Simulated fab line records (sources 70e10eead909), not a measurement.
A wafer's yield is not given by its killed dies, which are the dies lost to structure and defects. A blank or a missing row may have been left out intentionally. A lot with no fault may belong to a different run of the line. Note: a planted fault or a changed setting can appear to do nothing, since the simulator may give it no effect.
What tool caused it? / flow nandHarc / route of 1302 steps, sampled at 1 step: 6 lots, 18 wafers

== WHAT THE GAUGES READ, wafer by wafer ==
NHARC_A_ONON_D2_THK_MEAS_34: measures by ellipsometry.
lot=L198; measured=day 13 00:38; on=filmMetro-02; thkNm (nm)=201.7 203.8 205.6
lot=L202; measured=day 14 16:54; on=filmMetro-01; thkNm (nm)=195.4 197.3 199.9
lot=L212; measured=day 19 13:40; on=filmMetro-01; thkNm (nm)=198.5 200.7 201.2
lot=L213; measured=day 19 23:42; on=filmMetro-02; thkNm (nm)=195.2 196.7 197.9
lot=L216; measured=day 20 23:00; on=filmMetro-01; thkNm (nm)=198.9 195.5 199.5
lot=L217; measured=day 21 19:11; on=filmMetro-02; thkNm (nm)=198.1 202.1 204.1

== WHAT TOOL EACH LOT RAN ON (gives the tool, then ch and the chambers of the sampled wafers, and finally the start) ==
Record: no process step prior to these readings.

== THE ANSWER, worked out from the rows above alone ==
Rule: the usual values come from the lots themselves. The widest of any qualifying gaps counts: lots, ordered by their means at a reading, are off when they make up no more than a third of the lots, leave a main group of 4 or more, and stand apart from it by 3 or more times the standard deviation of that group's means. The tables above print the reading to a certain number of digits; a main group whose means all agree to those digits is not used. A lot without any number at a reading at which 4 lots or more have one is off too. Any other lot the step has rows for is counted as sound.
No lot is off on any of the readings shown, so nothing can be concluded from this.

== WHAT HAD BEEN PUT IN BY THE SIMULATOR ==
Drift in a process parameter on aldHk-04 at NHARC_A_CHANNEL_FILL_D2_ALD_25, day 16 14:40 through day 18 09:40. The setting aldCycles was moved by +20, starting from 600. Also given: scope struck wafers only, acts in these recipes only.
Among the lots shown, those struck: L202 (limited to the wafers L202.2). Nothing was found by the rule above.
